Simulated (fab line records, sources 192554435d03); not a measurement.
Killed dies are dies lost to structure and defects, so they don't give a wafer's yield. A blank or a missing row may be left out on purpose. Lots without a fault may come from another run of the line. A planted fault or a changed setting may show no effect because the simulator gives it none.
Chamber matching | flow n5_finfet | N5_BEOL_M0_STRIP_140 on rie_diel-06: 4 sister chambers
The step strips in CF4. 4 wafers are shown with their chamber, then 8 later ones without.

WAFERS WITH THEIR CHAMBER
wafer  | chamber | drypump_motor_current_A (A)
L081.6 | 1       | 6.5
L089.1 | 0       | 5.9
L089.6 | 3       | 6.6
L091.1 | 2       | 5.6

WAFERS WITHOUT THEIR CHAMBER
wafer  | drypump_motor_current_A (A)
L091.2 | 5.9
L091.3 | 6.4
L095.2 | 5.9
L095.4 | 5.6
L095.5 | 5.9
L096.1 | 6.6
L096.3 | 5.9
L096.6 | 5.9

WHICH CHAMBER EACH WENT THROUGH
wafer  | from the rows above | in truth
L091.2 | 0                   | 0
L091.3 | 1                   | 1
L095.2 | 0                   | 0
L095.4 | 2                   | 2
L095.5 | 0                   | 0
L096.1 | 3                   | 3
L096.3 | 0                   | 0
L096.6 | 0                   | 0
Placed correctly: 8 of 8. Can't be placed from these rows: 0. Placed wrongly: 0.
How it was worked out, from the rows above alone: a wafer's distance from a chamber is the root of the sum, over the readings, of the square of ((its reading less the chamber's mean) divided by the reading's scatter). The wafer belongs to the nearest chamber; if the next one is less than 2 further off, it can't be placed. A chamber's mean is the mean of its shown wafers. The scatter: with one shown wafer a chamber, the root of the mean of the squares of how far each hidden wafer lies from its nearest shown one.
